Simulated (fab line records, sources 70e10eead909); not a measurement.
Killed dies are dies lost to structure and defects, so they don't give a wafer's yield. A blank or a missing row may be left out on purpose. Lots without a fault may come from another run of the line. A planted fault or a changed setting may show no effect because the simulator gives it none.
fab line records | flow nand_harc
record lots=5 wafers=15 last_day=30
route steps=1302 shown P_ZERO_WELL@37 P_STI@69
lots that met no fault: from a run of the same line without faults
start_h: hours from the record's first day to the start of the lot's first wafer shown | wait_h: hours since the lot's step before | " the same as in the row above | L1.1+2: a row that stands for several wafers | - no value, or no start given | * or withheld: withheld | < > ~ a bound
route shown NAME@n: a module of which the file shows steps, and the number in the route of the first | usual: mean/standard deviation of fault-free wafers | same: alike in all rows | chamber/n: place in a boat | sites: the reading at each site | _std_site: their standard deviation | _edge_site: outer sites' mean less inner sites' | radius_mm: how far each site lies from the wafer's centre | mask NAME#n: copy n | behind: the tool/chamber that last shaped the wafer | hold: why the lot was held/for how many hours/how that ended | device: the transistor (n, p or np) that didn't switch | end of line: the same wafers' tests at the end of the route | a step without rows: its recipe alone | killed: dies lost to structure and defects at the first sort, not the wafer's yield | map: a wafer's dies, x killed, . not, _ none there
set.NAME: the setting as run; set.NAME@STEP: as run at that earlier step | model.NAME: the simulator's own value behind a step, which no gauge read
lots at some steps of the route; a table a step, a row a wafer
services: from which hour (start_h, from the record's first day; less than 0 if before it) a tool's chamber was out of use, for how many hours, and why
## steps
# step NHARC_P_ZERO_WELL_HMDS_30
# recipe time_s=30
# columns lot.wafer tool chamber start_h wait_h
L074.3+5+6 litho_track-03 0 - -
L076.3+4+6 litho_track-05 0 - -
L080.2+4+6 litho_track-05 0 - -
L081.1+2+5 litho_track-05 0 - -
L087.3+4+5 litho_track-05 0 - -
# step NHARC_P_ZERO_WELL_COAT_31
# recipe spin_rpm=withheld
# columns lot.wafer tool chamber start_h wait_h
L074.3+5+6 litho_track-03 0 - -
L076.3+4+6 litho_track-05 0 - -
L080.2+4+6 litho_track-05 0 - -
L081.1+2+5 litho_track-05 0 - -
L087.3+4+5 litho_track-05 0 - -
# step NHARC_P_ZERO_WELL_SOFTBAKE_32
# recipe temp_c=122 time_s=95
# columns lot.wafer tool chamber start_h wait_h
L074.3+5+6 litho_track-03 0 - -
L076.3+4+6 litho_track-05 0 - -
L080.2+4+6 litho_track-05 0 - -
L081.1+2+5 litho_track-05 0 - -
L087.3+4+5 litho_track-05 0 - -
# step NHARC_P_ZERO_WELL_EBR_33
# columns lot.wafer tool chamber start_h wait_h
L074.3+5+6 litho_track-03 0 - -
L076.3+4+6 litho_track-05 0 - -
L080.2+4+6 litho_track-05 0 - -
L081.1+2+5 litho_track-05 0 - -
L087.3+4+5 litho_track-05 0 - -
# step NHARC_P_ZERO_WELL_EXPOSE_34
# recipe na=0.6 target_cd_nm=720 dose_mj=22.31 mask_id=P_PWELL
# columns lot.wafer tool chamber start_h wait_h mask
L074.3+5+6 krf_scanner-01 0 23.95 - P_PWELL#0
L076.3+4+6 krf_scanner-01 0 44.28 - P_PWELL#0
L080.2+4+6 krf_scanner-04 0 83.94 - P_PWELL#0
L081.1+2+5 krf_scanner-01 0 93.98 - P_PWELL#0
L087.3+4+5 krf_scanner-01 0 153.93 - P_PWELL#0
# step NHARC_P_ZERO_WELL_PEB_35
# recipe peb_temp_c=118 peb_time_s=85
# columns lot.wafer tool chamber start_h wait_h
L074.3+5+6 litho_track-05 0 24.01 0.1
L076.3+4+6 litho_track-03 0 44.34 0.1
L080.2+4+6 litho_track-02 0 84.01 0.1
L081.1+2+5 litho_track-05 0 94.05 0.1
L087.3+4+5 litho_track-05 0 153.99 0.0
# step NHARC_P_ZERO_WELL_DEVELOP_36
# recipe time_s=70
# columns lot.wafer tool chamber start_h wait_h
L074.3+5+6 litho_track-05 0 - -
L076.3+4+6 litho_track-03 0 - -
L080.2+4+6 litho_track-02 0 - -
L081.1+2+5 litho_track-05 0 - -
L087.3+4+5 litho_track-05 0 - -
# step NHARC_P_ZERO_WELL_CD_MEAS_37
# recipe target_cd_nm=720 landing_energy_ev=500
# usual cd_nm=720.0/1.8
# columns lot.wafer tool chamber start_h wait_h cd_nm
L074.3 cd_sem-01 0 24.10 - 719.1
L074.5 " 0 " " 720.7
L074.6 " 0 " " 721.3
L076.3 cd_sem-01 0 44.43 - 719.8
L076.4 " 0 " " 720.2
L076.6 " 0 " " 719.3
L080.2 cd_sem-03 0 84.10 - 715.5
L080.4 " 0 " " 718.0
L080.6 " 0 " " 722.2
L081.1 cd_sem-01 0 94.14 - 721.8
L081.2 " 0 " " 723.9
L081.5 " 0 " " 722.2
L087.3 cd_sem-03 0 154.08 - 720.0
L087.4 " 0 " " 720.3
L087.5 " 0 " " 720.5
# step NHARC_P_ZERO_WELL_HARDBAKE_38
# recipe temp_c=125 time_s=80
# columns lot.wafer tool chamber start_h wait_h
L074.3+5+6 litho_track-05 0 24.18 -
L076.3+4+6 litho_track-05 0 44.51 -
L080.2+4+6 litho_track-05 0 84.18 -
L081.1+2+5 litho_track-05 0 94.22 -
L087.3+4+5 litho_track-03 0 154.16 -
# step NHARC_P_ZERO_WELL_DESCUM_39
# recipe time_s=3 o2_flow_sccm=200 ar_flow_sccm=0 bias_power_w=0 chemistry=O2
# usual drypump_motor_current_A=5.8/0.35 oes_product_au=1.004/0.0098 rf_vpp_V=57.8/0.97 showerhead_plenum_p_Torr=1.88/0.091 throttle_valve_pct=11.310/0.0088
# columns lot.wafer tool chamber start_h wait_h drypump_motor_current_A oes_product_au rf_hours_counter_h rf_vpp_V showerhead_plenum_p_Torr throttle_valve_pct
L074.3 rie_diel-01 0 24.29 - 5.4 0.989 44 58.3 1.97 11.301
L074.6 " 3 " " 5.8 1.003 - 56.3 1.79 11.315
L074.5 " 0 " " 5.4 0.995 - 58.1 1.97 11.303
L076.4 rie_diel-01 1 44.58 - 6.4 1.002 2 57.7 1.84 11.317
L076.3 " 3 " " 5.8 0.998 3 56.0 1.79 11.312
L076.6 " 2 " " 5.7 1.005 - 57.0 1.80 11.297
L080.2 rie_diel-01 3 84.28 - 5.8 1.009 18 57.8 1.78 11.311
L080.4 " 0 " " 5.4 0.990 17 57.8 1.96 11.306
L080.6 " 1 " " 6.4 0.993 - 58.4 1.84 11.317
L081.1 rie_diel-01 2 94.30 - 5.7 0.995 16 57.6 1.80 11.315
L081.2 " 0 " " 5.4 1.000 19 57.9 1.96 11.307
L081.5 " 2 " " 5.7 1.001 - 57.3 1.80 11.307
L087.3 rie_diel-01 2 156.62 - 5.7 1.013 38 56.5 1.79 11.313
L087.4 " 3 " " 5.8 1.020 41 57.3 1.77 11.301
L087.5 " 2 " " 5.7 1.010 - 58.2 1.79 11.301
# step NHARC_P_ZERO_WELL_IMPLANT_40
# recipe energy_kev=300 dose_cm2=1e+13 tilt_deg=7
# columns lot.wafer tool chamber start_h wait_h
L074.3+5+6 implanter-02 0 24.49 0.2
L076.3+4+6 implanter-02 0 44.79 0.2
L080.2+4+6 implanter-01 0 84.43 0.1
L081.1+2+5 implanter-02 0 94.44 0.1
L087.3+4+5 implanter-01 0 156.82 0.2
# step NHARC_P_ZERO_WELL_IMPLANT_59
# recipe energy_kev=120 dose_cm2=5e+12 tilt_deg=7
# columns lot.wafer tool chamber start_h wait_h
L074.3+5+6 implanter-02 0 24.66 0.1
L076.3+4+6 implanter-02 0 44.97 0.1
L080.2+4+6 implanter-01 0 84.61 0.2
L081.1+2+5 implanter-02 0 94.62 0.2
L087.3+4+5 implanter-01 0 157.00 0.1
# step NHARC_P_ZERO_WELL_IMPLANT_60
# recipe energy_kev=30 dose_cm2=2e+12 tilt_deg=7
# columns lot.wafer tool chamber start_h wait_h
L074.3+5+6 implanter-02 0 24.84 0.1
L076.3+4+6 implanter-02 0 45.15 0.1
L080.2+4+6 implanter-01 0 84.79 0.1
L081.1+2+5 implanter-02 0 94.80 0.1
L087.3+4+5 implanter-01 0 157.17 0.1
# step NHARC_P_ZERO_WELL_STRIP_41
# recipe time_s=840 temp_c=130 chemistry=SPM
# usual bath_guard_temp_C=130.1/0.46
# columns lot.wafer tool chamber start_h wait_h bath_guard_temp_C
L074.6 wet_bench-09 3 25.00 0.0 130.6
L074.3 " 5 " " 130.8
L074.5 " 7 " " 129.6
L076.6 wet_bench-05 6 45.30 0.0 130.3
L076.3 " 7 " " 130.7
L076.4 " 3 " " 130.1
L080.4 wet_bench-09 2 84.99 0.1 130.0
L080.2 " 3 " " 130.4
L080.6 " 4 " " 130.6
L081.1 wet_bench-01 1 95.01 0.2 130.6
L081.5 " 4 " " 129.2
L081.2 " 6 " " 130.2
L087.5 wet_bench-01 4 157.33 0.1 129.7
L087.4 " 5 " " 130.0
L087.3 " 1 " " 130.1
# step NHARC_P_ZERO_WELL_DEHYDRATE_44
# recipe temp_c=150 time_s=120
# columns lot.wafer tool chamber start_h wait_h
L074.3+5+6 litho_track-03 0 25.33 -
L076.3+4+6 litho_track-03 0 45.63 -
L080.2+4+6 litho_track-02 0 85.31 -
L081.1+2+5 litho_track-05 0 95.36 -
L087.3+4+5 litho_track-02 0 157.66 -
# step NHARC_P_ZERO_WELL_HMDS_45
# recipe time_s=30
# columns lot.wafer tool chamber start_h wait_h
L074.3+5+6 litho_track-03 0 - -
L076.3+4+6 litho_track-03 0 - -
L080.2+4+6 litho_track-02 0 - -
L081.1+2+5 litho_track-05 0 - -
L087.3+4+5 litho_track-02 0 - -
# step NHARC_P_ZERO_WELL_COAT_46
# recipe spin_rpm=withheld
# columns lot.wafer tool chamber start_h wait_h
L074.3+5+6 litho_track-03 0 - -
L076.3+4+6 litho_track-03 0 - -
L080.2+4+6 litho_track-02 0 - -
L081.1+2+5 litho_track-05 0 - -
L087.3+4+5 litho_track-02 0 - -
# step NHARC_P_ZERO_WELL_SOFTBAKE_47
# recipe temp_c=122 time_s=95
# columns lot.wafer tool chamber start_h wait_h
L074.3+5+6 litho_track-03 0 - -
L076.3+4+6 litho_track-03 0 - -
L080.2+4+6 litho_track-02 0 - -
L081.1+2+5 litho_track-05 0 - -
L087.3+4+5 litho_track-02 0 - -
# step NHARC_P_ZERO_WELL_EBR_48
# columns lot.wafer tool chamber start_h wait_h
L074.3+5+6 litho_track-03 0 - -
L076.3+4+6 litho_track-03 0 - -
L080.2+4+6 litho_track-02 0 - -
L081.1+2+5 litho_track-05 0 - -
L087.3+4+5 litho_track-02 0 - -
# step NHARC_P_ZERO_WELL_EXPOSE_49
# recipe na=0.6 target_cd_nm=2000 dose_mj=22.64 mask_id=P_HVPW
# columns lot.wafer tool chamber start_h wait_h mask
L074.3+5+6 krf_scanner-01 0 25.61 - P_HVPW#0
L076.3+4+6 krf_scanner-03 0 45.91 - P_HVPW#0
L080.2+4+6 krf_scanner-04 0 85.46 - P_HVPW#0
L081.1+2+5 krf_scanner-01 0 95.62 - P_HVPW#0
L087.3+4+5 krf_scanner-03 0 157.94 - P_HVPW#0
# step NHARC_P_ZERO_WELL_PEB_50
# recipe peb_temp_c=118 peb_time_s=85
# columns lot.wafer tool chamber start_h wait_h
L074.3+5+6 litho_track-02 0 25.66 0.1
L076.3+4+6 litho_track-02 0 45.97 0.1
L080.2+4+6 litho_track-02 0 85.52 0.1
L081.1+2+5 litho_track-03 0 95.69 0.1
L087.3+4+5 litho_track-05 0 158.00 0.1
# step NHARC_P_ZERO_WELL_DEVELOP_51
# recipe time_s=70
# columns lot.wafer tool chamber start_h wait_h
L074.3+5+6 litho_track-02 0 - -
L076.3+4+6 litho_track-02 0 - -
L080.2+4+6 litho_track-02 0 - -
L081.1+2+5 litho_track-03 0 - -
L087.3+4+5 litho_track-05 0 - -
# step NHARC_P_ZERO_WELL_CD_MEAS_52
# recipe target_cd_nm=2000 landing_energy_ev=500
# usual cd_nm=2001.2/1.6
# columns lot.wafer tool chamber start_h wait_h cd_nm
L074.3 cd_sem-02 0 25.76 - 2001.5
L074.5 " 0 " " 2004.0
L074.6 " 0 " " 2001.5
L076.3 cd_sem-03 0 46.06 - 2002.1
L076.4 " 0 " " 2002.9
L076.6 " 0 " " 2002.0
L080.2 cd_sem-01 0 85.61 - 2003.4
L080.4 " 0 " " 2002.8
L080.6 " 0 " " 2001.2
L081.1 cd_sem-02 0 95.78 - 2002.6
L081.2 " 0 " " 1999.5
L081.5 " 0 " " 2000.0
L087.3 cd_sem-02 0 158.09 - 2002.5
L087.4 " 0 " " 1999.7
L087.5 " 0 " " 1999.4
# step NHARC_P_ZERO_WELL_HARDBAKE_53
# recipe temp_c=125 time_s=80
# columns lot.wafer tool chamber start_h wait_h
L074.3+5+6 litho_track-05 0 25.84 -
L076.3+4+6 litho_track-03 0 46.14 -
L080.2+4+6 litho_track-03 0 85.69 -
L081.1+2+5 litho_track-05 0 95.86 -
L087.3+4+5 litho_track-03 0 158.17 -
# step NHARC_P_ZERO_WELL_DESCUM_54
# recipe time_s=3 o2_flow_sccm=200 ar_flow_sccm=0 bias_power_w=0 chemistry=O2
# usual drypump_motor_current_A=5.8/0.33 oes_product_au=1.002/0.01 rf_vpp_V=57.6/0.77 showerhead_plenum_p_Torr=1.87/0.092 throttle_valve_pct=11.312/0.01
# columns lot.wafer tool chamber start_h wait_h drypump_motor_current_A oes_product_au rf_hours_counter_h rf_vpp_V showerhead_plenum_p_Torr throttle_valve_pct
L074.3 rie_diel-06 2 26.35 - 5.0 0.997 20 56.6 1.78 11.285
L074.6 " 0 " " 5.6 0.997 - 58.0 1.88 11.292
L074.5 " 1 " " 5.7 1.004 - 57.4 1.95 11.304
L076.3 rie_diel-01 3 46.22 - 5.8 1.004 4 56.5 1.79 11.333
L076.4 " 1 " " 6.4 0.995 3 57.2 1.84 11.309
L076.6 " 0 " " 5.4 0.991 - 58.8 1.96 11.294
L080.2 rie_diel-12 3 85.77 - 5.8 1.017 46 56.3 1.80 11.308
L080.4 " 0 " " 5.9 1.003 56 57.5 1.79 11.312
L080.6 " 0 " " 5.9 1.002 - 56.6 1.79 11.307
L081.2 rie_diel-01 1 96.13 - 6.4 0.997 16 57.7 1.83 11.321
L081.1 " 3 " " 5.8 1.010 21 57.2 1.78 11.328
L081.5 " 1 " " 6.4 0.985 - 56.0 1.83 11.300
L087.4 rie_diel-06 1 158.24 - 5.7 0.993 7 56.5 1.93 11.309
L087.3 " 3 " " 5.9 1.018 5 56.7 1.87 11.306
L087.5 " 2 " " 5.0 1.000 - 56.9 2.07 11.307
# step NHARC_P_ZERO_WELL_IMPLANT_55
# recipe energy_kev=180 dose_cm2=8e+11 tilt_deg=7
# columns lot.wafer tool chamber start_h wait_h
L074.3+5+6 implanter-02 0 26.53 0.2
L076.3+4+6 implanter-01 0 46.42 0.2
L080.2+4+6 implanter-01 0 85.94 0.2
L081.1+2+5 implanter-01 0 96.26 0.1
L087.3+4+5 implanter-01 0 158.45 0.2
# step NHARC_P_ZERO_WELL_IMPLANT_61
# recipe energy_kev=30 dose_cm2=5e+11 tilt_deg=7
# columns lot.wafer tool chamber start_h wait_h
L074.3+5+6 implanter-02 0 26.71 0.1
L076.3+4+6 implanter-01 0 46.61 0.2
L080.2+4+6 implanter-01 0 86.12 0.1
L081.1+2+5 implanter-01 0 96.44 0.1
L087.3+4+5 implanter-01 0 158.63 0.1
# step NHARC_P_ZERO_WELL_STRIP_56
# recipe time_s=840 temp_c=130 chemistry=SPM
# usual bath_guard_temp_C=130.1/0.47
# columns lot.wafer tool chamber start_h wait_h bath_guard_temp_C
L074.3 wet_bench-01 3 26.87 0.1 130.1
L074.6 " 6 " " 130.0
L074.5 " 7 " " 129.9
L076.4 wet_bench-01 3 46.76 0.1 130.1
L076.3 " 6 " " 129.7
L076.6 " 7 " " 130.2
L080.6 wet_bench-09 1 86.33 0.1 130.0
L080.4 " 2 " " 130.3
L080.2 " 3 " " 130.5
L081.5 wet_bench-01 0 96.66 0.1 129.5
L081.2 " 1 " " 130.2
L081.1 " 4 " " 129.4
L087.4 wet_bench-09 0 158.79 0.1 130.8
L087.3 " 1 " " 130.1
L087.5 " 2 " " 130.2
# step NHARC_P_ZERO_WELL_PRECLEAN_68
# recipe time_s=60 temp_c=50 bath_age_min=0 chemistry=SC1
# usual bath_guard_temp_C=50.1/0.47
# columns lot.wafer tool chamber start_h wait_h bath_guard_temp_C
L074.3 wet_bench-01 3 - - 50.1
L074.6 " 6 " " 49.7
L074.5 " 7 " " 50.1
L076.4 wet_bench-01 3 - - 50.4
L076.3 " 6 " " 49.9
L076.6 " 7 " " 50.0
L080.6 wet_bench-09 1 - - 50.1
L080.4 " 2 " " 50.0
L080.2 " 3 " " 50.6
L081.5 wet_bench-01 0 - - 49.3
L081.2 " 1 " " 50.5
L081.1 " 4 " " 49.1
L087.4 wet_bench-09 0 - - 50.5
L087.3 " 1 " " 50.0
L087.5 " 2 " " 50.6
# step NHARC_P_ZERO_WELL_SRD_69
# columns lot.wafer tool chamber start_h wait_h
L074.3+6+5 wet_bench-01 3,6,7 - -
L076.4+3+6 wet_bench-01 3,6,7 - -
L080.6+4+2 wet_bench-09 1,2,3 - -
L081.5+2+1 wet_bench-01 0,1,4 - -
L087.4+3+5 wet_bench-09 0,1,2 - -
# step NHARC_P_ZERO_WELL_RTA_42
# recipe temp_c=1100 time_s=300
# usual lamp_power_pct=33.7/1.6 lamp_zone_4_pct=33.7/1.6 wafer_temp_C_max=1105.5/1.5
# columns lot.wafer tool chamber start_h wait_h lamp_power_pct lamp_zone_4_pct wafer_temp_C_max
L074.3 rtp_anneal-02 0 27.51 - 32.0 32.0 1104.4
L074.5 " 0 " " 32.0 32.0 1104.1
L074.6 " 0 " " 32.0 32.0 1103.9
L076.3 rtp_anneal-02 0 47.42 - 32.0 32.0 1104.2
L076.4 " 0 " " 32.1 32.0 1104.2
L076.6 " 0 " " 32.1 32.0 1103.0
L080.2 rtp_anneal-01 0 86.85 - 35.4 35.4 1106.9
L080.4 " 0 " " 35.4 35.4 1106.6
L080.6 " 0 " " 35.3 35.3 1107.3
L081.1 rtp_anneal-02 0 97.09 - 32.0 32.0 1103.9
L081.2 " 0 " " 32.0 32.0 1104.6
L081.5 " 0 " " 32.0 32.1 1105.4
L087.3 rtp_anneal-01 0 159.43 - 35.3 35.3 1108.6
L087.4 " 0 " " 35.3 35.2 1106.3
L087.5 " 0 " " 35.3 35.2 1107.5
# step NHARC_P_ZERO_WELL_INSPECT_43
# usual raw_defect_count=13/6.1
# columns lot.wafer tool chamber start_h wait_h raw_defect_count
L074.3 defect_inspect-01 - 27.97 0.4 20
L074.5 " - " " 21
L074.6 " - " " 24
L076.3 defect_inspect-02 - 47.88 0.4 10
L076.4 " - " " 8
L076.6 " - " " 4
L080.2 defect_inspect-02 - 87.43 0.5 13
L080.4 " - " " 6
L080.6 " - " " 7
L081.1 defect_inspect-01 - 97.78 0.6 15
L081.2 " - " " 8
L081.5 " - " " 9
L087.3 defect_inspect-02 - 159.91 0.4 15
L087.4 " - " " 15
L087.5 " - " " 8
# step NHARC_P_STI_ETCH_26
# recipe target_depth_a=110 chemistry=dHF material=SiO2
# columns lot.wafer tool chamber start_h wait_h
L074.3+6+5 wet_bench-06 2,4,5 28.04 0.1
L076.4+3+6 wet_bench-02 5,6,7 47.94 0.1
L080.2+4+6 wet_bench-02 7,2,3 87.48 0.0
L081.1+2+5 wet_bench-07 6,7,0 97.83 0.1
L087.3+5+4 wet_bench-02 7,2,3 159.97 0.1
# step NHARC_P_STI_PRECLEAN_27
# recipe time_s=* temp_c=50 bath_age_min=0 chemistry=SC1
# usual bath_guard_temp_C=49.9/0.64
# columns lot.wafer tool chamber start_h wait_h bath_guard_temp_C
L074.3 wet_bench-06 2 28.09 0.0 49.8
L074.6 " 4 " " 49.0
L074.5 " 5 " " 49.1
L076.4 wet_bench-02 5 48.00 0.0 49.7
L076.3 " 6 " " 50.5
L076.6 " 7 " " 49.0
L080.2 wet_bench-02 7 87.55 0.1 49.0
L080.4 " 2 " " 49.5
L080.6 " 3 " " 50.0
L081.1 wet_bench-07 6 97.90 0.1 48.8
L081.2 " 7 " " 50.2
L081.5 " 0 " " 50.1
L087.3 wet_bench-02 7 160.03 0.0 49.1
L087.5 " 2 " " 49.7
L087.4 " 3 " " 50.2
# step NHARC_P_STI_SRD_28
# columns lot.wafer tool chamber start_h wait_h
L074.3+6+5 wet_bench-06 2,4,5 - -
L076.4+3+6 wet_bench-02 5,6,7 - -
L080.2+4+6 wet_bench-02 7,2,3 - -
L081.1+2+5 wet_bench-07 6,7,0 - -
L087.3+5+4 wet_bench-02 7,2,3 - -
# step NHARC_P_STI_OXIDE_29
# recipe target_thk_a=100 temp_c=900 ox_time_s=1362 material=SiO2
# columns lot.wafer tool chamber start_h wait_h
L074.3+5+6 furnace-08 0 31.42 -
L076.3+4+6 furnace-01 0 51.83 -
L080.2+4+6 furnace-08 0 91.99 -
L081.1+2+5 furnace-05 0 102.93 -
L087.3+4+5 furnace-01 0 163.86 -
# step NHARC_P_STI_HM_DEP_30
# recipe target_thk_a=800 temp_c=790 pressure_mtorr=300 time_s=873 material=Si3N4
# usual pressure_mtorr=299.9/0.63
# columns lot.wafer tool chamber start_h wait_h pressure_mtorr
L074.3 lpcvd-02 1 40.35 5.3 300.4
L074.5 " 1 " " 299.8
L074.6 " 1 " " 300.7
L076.3 lpcvd-01 1 58.96 3.5 301.4
L076.4 " 1 " " 300.1
L076.6 " 1 " " 300.9
L080.2 lpcvd-02 1 99.15 3.5 300.4
L080.4 " 1 " " 299.7
L080.6 " 1 " " 300.9
L081.1 lpcvd-01 0 110.14 3.5 300.0
L081.2 " 0 " " 298.7
L081.5 " 0 " " 299.5
L087.3 lpcvd-01 0 171.01 3.5 299.9
L087.4 " 0 " " 300.1
L087.5 " 0 " " 299.5
# step NHARC_P_STI_DEHYDRATE_01
# recipe temp_c=150 time_s=120
# columns lot.wafer tool chamber start_h wait_h
L074.3+5+6 litho_track-03 0 43.98 0.4
L076.3+4+6 litho_track-07 0 62.62 0.4
L080.2+4+6 litho_track-02 0 102.81 0.4
L081.1+2+5 litho_track-02 0 113.85 0.4
L087.3+4+5 litho_track-03 0 174.67 0.4
# step NHARC_P_STI_HMDS_02
# recipe time_s=30
# columns lot.wafer tool chamber start_h wait_h
L074.3+5+6 litho_track-03 0 - -
L076.3+4+6 litho_track-07 0 - -
L080.2+4+6 litho_track-02 0 - -
L081.1+2+5 litho_track-02 0 - -
L087.3+4+5 litho_track-03 0 - -
# step NHARC_P_STI_COAT_41
# recipe temp_c=200 time_s=65
# columns lot.wafer tool chamber start_h wait_h
L074.3+5+6 litho_track-03 0 - -
L076.3+4+6 litho_track-07 0 - -
L080.2+4+6 litho_track-02 0 - -
L081.1+2+5 litho_track-02 0 - -
L087.3+4+5 litho_track-03 0 - -
# step NHARC_P_STI_COAT_03
# recipe spin_rpm=2000 resist_thk_nm=600
# columns lot.wafer tool chamber start_h wait_h
L074.3+5+6 litho_track-03 0 - -
L076.3+4+6 litho_track-07 0 - -
L080.2+4+6 litho_track-02 0 - -
L081.1+2+5 litho_track-02 0 - -
L087.3+4+5 litho_track-03 0 - -
# step NHARC_P_STI_SOFTBAKE_04
# recipe temp_c=125 time_s=70
# columns lot.wafer tool chamber start_h wait_h
L074.3+5+6 litho_track-03 0 - -
L076.3+4+6 litho_track-07 0 - -
L080.2+4+6 litho_track-02 0 - -
L081.1+2+5 litho_track-02 0 - -
L087.3+4+5 litho_track-03 0 - -
# step NHARC_P_STI_EBR_05
# columns lot.wafer tool chamber start_h wait_h
L074.3+5+6 litho_track-03 0 - -
L076.3+4+6 litho_track-07 0 - -
L080.2+4+6 litho_track-02 0 - -
L081.1+2+5 litho_track-02 0 - -
L087.3+4+5 litho_track-03 0 - -
# step NHARC_P_STI_EXPOSE_06
# recipe na=0.55 target_cd_nm=200 dose_mj=37.69 mask_id=P_STI
# columns lot.wafer tool chamber start_h wait_h mask
L074.3+5+6 krf_scanner-03 0 44.28 - P_STI#0
L076.3+4+6 krf_scanner-02 0 62.92 - P_STI#0
L080.2+4+6 krf_scanner-04 0 102.97 - P_STI#0
L081.1+2+5 krf_scanner-04 0 114.02 - P_STI#0
L087.3+4+5 krf_scanner-02 0 174.97 - P_STI#0
# step NHARC_P_STI_PEB_07
# recipe peb_temp_c=128 peb_time_s=80
# columns lot.wafer tool chamber start_h wait_h
L074.3+5+6 litho_track-07 0 44.34 0.1
L076.3+4+6 litho_track-02 0 62.98 0.1
L080.2+4+6 litho_track-07 0 103.04 0.1
L081.1+2+5 litho_track-07 0 114.08 0.1
L087.3+4+5 litho_track-07 0 175.03 0.1
# step NHARC_P_STI_DEVELOP_08
# recipe time_s=50 dev_temp_c=22
# columns lot.wafer tool chamber start_h wait_h
L074.3+5+6 litho_track-07 0 - -
L076.3+4+6 litho_track-02 0 - -
L080.2+4+6 litho_track-07 0 - -
L081.1+2+5 litho_track-07 0 - -
L087.3+4+5 litho_track-07 0 - -
# step NHARC_P_STI_CD_MEAS_09
# recipe target_cd_nm=200 landing_energy_ev=500
# usual cd_nm=199.5/2.1
# columns lot.wafer tool chamber start_h wait_h cd_nm
L074.3 cd_sem-02 0 44.42 - 197.8
L074.5 " 0 " " 196.0
L074.6 " 0 " " 194.4
L076.3 cd_sem-02 0 63.06 - 199.8
L076.4 " 0 " " 198.5
L076.6 " 0 " " 200.3
L080.2 cd_sem-01 0 103.12 - 197.0
L080.4 " 0 " " 195.4
L080.6 " 0 " " 195.9
L081.1 cd_sem-02 0 114.17 - 196.4
L081.2 " 0 " " 202.2
L081.5 " 0 " " 199.1
L087.3 cd_sem-03 0 175.11 - 199.9
L087.4 " 0 " " 199.3
L087.5 " 0 " " 202.5
# step NHARC_P_STI_OVL_MEAS_10
# usual overlay_x_nm=-2/5.6 overlay_y_nm=-1/5.8
# columns lot.wafer tool chamber start_h wait_h overlay_x_nm overlay_y_nm
L074.3 overlay-01 - 44.51 - 5 -5
L074.5 " - " " 5 -5
L074.6 " - " " 5 -5
L076.3 overlay-01 - 63.15 - -3 11
L076.4 " - " " -3 12
L076.6 " - " " -3 11
L080.2 overlay-01 - 103.21 - -3 -12
L080.4 " - " " -3 -11
L080.6 " - " " -4 -11
L081.1 overlay-02 - 114.26 - -5 1
L081.2 " - " " -6 1
L081.5 " - " " -6 0
L087.3 overlay-01 - 175.20 - 3 1
L087.4 " - " " 4 1
L087.5 " - " " 3 1
# step NHARC_P_STI_INSPECT_11
# usual raw_defect_count=5.7/2.8
# columns lot.wafer tool chamber start_h wait_h raw_defect_count
L074.3 defect_inspect-02 - 44.54 0.0 11
L074.5 " - " " 10
L074.6 " - " " 4
L076.3 defect_inspect-02 - 63.18 0.0 6
L076.4 " - " " 3
L076.6 " - " " 6
L080.2 defect_inspect-01 - 103.25 0.0 8
L080.4 " - " " 8
L080.6 " - " " 4
L081.1 defect_inspect-01 - 114.29 0.0 9
L081.2 " - " " 10
L081.5 " - " " 5
L087.3 defect_inspect-01 - 175.24 0.0 7
L087.4 " - " " 4
L087.5 " - " " 3
# step NHARC_P_STI_HARDBAKE_13
# recipe temp_c=118 time_s=65
# columns lot.wafer tool chamber start_h wait_h
L074.3+5+6 litho_track-02 0 44.61 0.1
L076.3+4+6 litho_track-02 0 63.25 0.1
L080.2+4+6 litho_track-07 0 103.31 0.1
L081.1+2+5 litho_track-02 0 114.35 0.1
L087.3+4+5 litho_track-07 0 175.30 0.1
# step NHARC_P_STI_DESCUM_14
# recipe time_s=3 o2_flow_sccm=200 ar_flow_sccm=0 bias_power_w=0 chemistry=O2
# usual drypump_motor_current_A=5.5/0.45 oes_product_au=1.002/0.01 rf_vpp_V=57.8/0.96 showerhead_plenum_p_Torr=1.93/0.078 throttle_valve_pct=11.313/0.0091
# columns lot.wafer tool chamber start_h wait_h drypump_motor_current_A oes_product_au rf_hours_counter_h rf_vpp_V showerhead_plenum_p_Torr throttle_valve_pct
L074.3 rie_diel-09 3 44.68 - 6.2 0.990 3 57.8 1.91 11.314
L074.5 " 3 " " 6.2 0.992 - 57.3 1.91 11.317
L074.6 " 0 " " 5.7 0.995 - 57.3 2.00 11.321
L076.3 rie_diel-04 0 63.33 - 5.8 0.985 4 58.7 1.96 11.298
L076.4 " 1 " " 6.5 1.007 5 58.9 2.02 11.315
L076.6 " 2 " " 5.2 1.005 - 59.1 1.84 11.312
L080.4 rie_diel-10 0 103.38 - 5.0 0.997 1 56.6 1.90 11.315
L080.2 " 2 " " 5.2 1.003 1 59.5 2.00 11.321
L080.6 " 0 " " 5.0 0.999 - 56.6 1.90 11.318
L081.1 rie_diel-10 3 114.43 - 5.0 0.990 2 56.9 1.79 11.305
L081.2 " 2 " " 5.2 0.999 2 57.7 2.00 11.291
L081.5 " 0 " " 5.0 1.007 - 57.7 1.90 11.321
L087.4 rie_diel-09 3 175.37 - 6.2 0.997 1 55.2 1.91 11.313
L087.3 " 2 " " 5.9 1.015 1 58.1 2.02 11.313
L087.5 " 0 " " 5.7 1.006 - 57.9 2.00 11.316
## services
# columns tool chamber start_h hours kind
wet_bench-09 - 0.80 8.0 pm
krf_scanner-04 - 10.00 4.0 pm
rtp_anneal-02 - 12.00 12.0 pm
wet_bench-06 - 17.60 8.0 pm
lpcvd-01 - 26.00 26.0 pm
rie_diel-01 - 27.19 9.0 pm
rie_diel-10 0 42.07 17.0 repair
implanter-02 - 46.45 3.6 repair
litho_track-02 - 52.00 7.0 pm
krf_scanner-03 - 57.60 4.0 pm
krf_scanner-03 - 67.42 0.3 repair
wet_bench-02 - 68.00 8.0 pm
litho_track-07 - 76.00 7.0 pm
krf_scanner-03 - 91.07 9.7 repair
litho_track-03 - 100.00 7.0 pm
wet_bench-01 - 101.60 8.0 pm
krf_scanner-04 - 105.42 0.4 repair
litho_track-05 - 124.00 7.0 pm
krf_scanner-01 - 140.00 4.0 pm
wet_bench-02 - 144.10 1.8 repair
wet_bench-09 - 144.30 9.5 repair
implanter-02 - 146.41 13.0 pm
rie_diel-01 3 157.35 2.9 repair
wet_bench-07 - 160.00 8.0 pm
## key
fault none
